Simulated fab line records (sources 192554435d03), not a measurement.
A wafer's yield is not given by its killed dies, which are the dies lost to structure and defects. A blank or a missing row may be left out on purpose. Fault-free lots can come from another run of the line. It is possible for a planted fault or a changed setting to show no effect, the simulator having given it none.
Split-lot experiment | flow n5-finfet | 39 wafers read from 7 lots, route of 1938 steps

## ON THE SPLIT
At N5_FIN_SAQP_SPACER2_ALD_28 (deposits SiO2, target thk 8.1 nm, pulse time 1 s, purge time 2 s), the setting target-thk-a was moved away from the recipe's 81 angstrom on 12 of the 39 wafers read, by -40.8% to +33.0%. This setting was run at the recipe's value on the other wafers.

## FROM THE SPLIT TO THE READING: what the file shows between them, 9 steps
- N5_FIN_SAQP_SPACER2_ETCHBACK_29: etches SiO2 in CHF3/O2, target depth 12.2 nm, time 6.1 s
- N5_FIN_SAQP_MANDREL2_REMOVE_60: chemistry HBr/Cl2/O2, target a-Si, stops on SiNx, bt time 10 s
- N5_FIN_SAQP_CD_MEAS_31: target cd 8 nm
- N5_FIN_SAQP_HM_OPEN_33: chemistry CH3F/O2, target SiNx, target depth 49.4 nm, time 70.6 s
- N5_FIN_SAQP_ETCH_34: etches SiO2 in C4F6/O2, target depth 45 nm, time 15 s
- N5_FIN_SAQP_STRIP_77: strips in N2/H2, time 90 s
- N5_FIN_SAQP_HM_CD_35: target cd 8 nm
- N5_FIN_SAQP_ETCH_64: etches SiO2 in CF4, target depth 1.5 nm
- N5_FIN_SAQP_FIN_ETCH_36: etches the open film in HBr/Cl2/O2, target depth 120 nm, time 50.4 s

## THE READING
Shown in nm: cd-nm at N5_FIN_SAQP_CD_MEAS_37, with target cd 8 nm. On this fab line, fault-free wafers typically give 8.16 nm with a standard deviation of 0.24 nm.

wafer  | tool, chamber at the split | target-thk-a as run, angstrom | against the recipe | cd-nm, nm | against lot-mates on the recipe
L075.1 | ald-sin-04, 2,1,0,0,1      | 81                            | recipe             | 8.30      | -
L075.2 | ald-sin-04, 2,1,0,0,1      | 81                            | recipe             | 8.40      | -
L075.3 | ald-sin-04, 2,1,0,0,1      | 81                            | recipe             | 7.77      | -
L075.4 | ald-sin-04, 3              | 81                            | recipe             | 8.05      | -
L075.5 | ald-sin-04, 2,1,0,0,1      | 81                            | recipe             | 8.21      | -
L075.6 | ald-sin-04, 2,1,0,0,1      | 81                            | recipe             | 8.04      | -
L081.1 | ald-sin-03, 3,2,0          | 47.93                         | -40.8%             | 4.84      | -3.63
L081.2 | ald-sin-03, 1              | 81                            | recipe             | 8.45      | -
L081.3 | ald-sin-03, 3,2,0          | 47.93                         | -40.8%             | 4.71      | -3.76
L081.4 | ald-sin-03, 3,2,0          | 47.93                         | -40.8%             | 5.26      | -3.21
L081.5 | ald-sin-03, 1,2            | 81                            | recipe             | 8.48      | -
L081.6 | ald-sin-03, 1,2            | 81                            | recipe             | 8.48      | -
L084.1 | ald-sin-01, 0,2,3          | 81                            | recipe             | 7.65      | -
L084.2 | ald-sin-01, 0,2,3          | 81                            | recipe             | 7.97      | -
L084.3 | ald-sin-01, 1,1,2          | 50.03                         | -38.2%             | 4.67      | -3.14
L084.4 | ald-sin-01, 0,2,3          | 81                            | recipe             | 7.81      | -
L084.5 | ald-sin-01, 1,1,2          | 50.03                         | -38.2%             | 5.10      | -2.71
L084.6 | ald-sin-01, 1,1,2          | 50.03                         | -38.2%             | 5.07      | -2.74
L086.1 | ald-sin-03, 1,3            | 81                            | recipe             | 7.80      | -
L086.2 | ald-sin-03, 0,2,3          | 107.7                         | +33.0%             | 10.94     | +2.74
L086.3 | ald-sin-03, 0,2,3          | 107.7                         | +33.0%             | 10.62     | +2.42
L086.4 | ald-sin-03, 1,3            | 81                            | recipe             | 8.24      | -
L086.5 | ald-sin-03, 0,2,3          | 107.7                         | +33.0%             | 10.43     | +2.23
L086.6 | ald-sin-03, 0              | 81                            | recipe             | 8.56      | -
L090.1 | ald-sin-04, 3,0,2,1,2,3    | 81                            | recipe             | 8.64      | -
L090.2 | ald-sin-04, 3,0,2,1,2,3    | 81                            | recipe             | 8.28      | -
L090.3 | ald-sin-04, 3,0,2,1,2,3    | 81                            | recipe             | 8.07      | -
L090.4 | ald-sin-04, 3,0,2,1,2,3    | 81                            | recipe             | 8.15      | -
L090.5 | ald-sin-04, 3,0,2,1,2,3    | 81                            | recipe             | 8.07      | -
L090.6 | ald-sin-04, 3,0,2,1,2,3    | 81                            | recipe             | 8.07      | -
L092.1 | ald-sin-04, 1              | 81                            | recipe             | 8.58      | -
L092.2 | ald-sin-04, 3,2,0          | 94.64                         | +16.8%             | 9.49      | +1.10
L092.3 | ald-sin-04, 0,1            | 81                            | recipe             | 8.25      | -
L092.4 | ald-sin-04, 3,2,0          | 94.64                         | +16.8%             | 9.41      | +1.02
L092.5 | ald-sin-04, 3,2,0          | 94.64                         | +16.8%             | 9.71      | +1.32
L092.6 | ald-sin-04, 0,1            | 81                            | recipe             | 8.34      | -
L096.1 | ald-sin-01, 2,0            | 81                            | recipe             | 8.38      | -
L096.3 | ald-sin-01, 2,0            | 81                            | recipe             | 7.84      | -
L096.6 | ald-sin-01, 3              | 81                            | recipe             | 7.77      | -
If several chambers appear in one row, that row covers several wafers at once and the file leaves open which wafer was in which chamber.

FIT RESULTS
A straight line over all 39 wafers: cd-nm changes by +0.08 nm for each +1% of target-thk-a; r = +0.98; the points scatter about the line by 0.27 nm.
The same after taking each lot's own level away (the mean of its wafers on the recipe; 39 wafers): +0.0785 nm for each +1%; r = +0.99; scatter 0.24 nm.
On that fit, the largest move of target-thk-a shifts the reading by 3.2 nm.
The lots' own levels span 7.810 to 8.470 nm, that is 2.8 times the standard deviation above.
Hence the lot-to-lot level has little effect on the slope; both slopes agree.
Check: for one of the wafers moved furthest among these (-40.8%), held out of the fit, the line's prediction against its lot-mates is -3.18 nm. Against them it came out at -3.63 nm.

## ADDITIONAL SPLITS CARRIED BY THESE WAFERS
These wafers also went through other splits before the reading. Each is held against what the fit with the lots' levels taken away leaves over:
other split on the same wafers | wafers away from the commonest value | r with cd-nm (lot level and that fit taken away)
N5_ZERO_LAYER_PECVD_02 time-s  | 9                                    | -0.09

## THE WHOLE CHAIN: every reading that the file lists as answering this split, in the file's order
step                           | what it does                                                      | reading                                                                                 | change (the file's fit)                | r (the file's)
N5_FIN_SAQP_SPACER2_ALD_28     | deposits SiO2, target thk 8.1 nm, pulse time 1 s, purge time 2 s  | SiO2_of_FIN_SAQP_SPACER2_ALD_28.thk-nm (the simulator's own value, which no gauge read) | +0.0814 nm for each +1% of the setting | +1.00
N5_FIN_SAQP_MANDREL2_REMOVE_60 | chemistry HBr/Cl2/O2, target a-Si, stops on SiNx, bt time 10 s    | FIN_SAQP.cd-nm (the simulator's own value, which no gauge read)                         | +0.0806 nm for each +1% of the setting | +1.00
N5_FIN_SAQP_CD_MEAS_31         | target cd 8 nm                                                    | cd-nm                                                                                   | +0.0799 nm for each +1% of the setting | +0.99
N5_FIN_SAQP_HM_OPEN_33         | chemistry CH3F/O2, target SiNx, target depth 49.4 nm, time 70.6 s | FIN_SAQP.cd-nm (the simulator's own value, which no gauge read)                         | +0.0816 nm for each +1% of the setting | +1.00
N5_FIN_SAQP_HM_CD_35           | target cd 8 nm                                                    | cd-nm                                                                                   | +0.0777 nm for each +1% of the setting | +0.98
N5_FIN_SAQP_CD_MEAS_37         | target cd 8 nm                                                    | cd-nm                                                                                   | +0.0788 nm for each +1% of the setting | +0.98

## THE FILE'S OWN FIT
cd-nm changes by +0.0788 nm for each +1% of target-thk-a, r = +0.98.
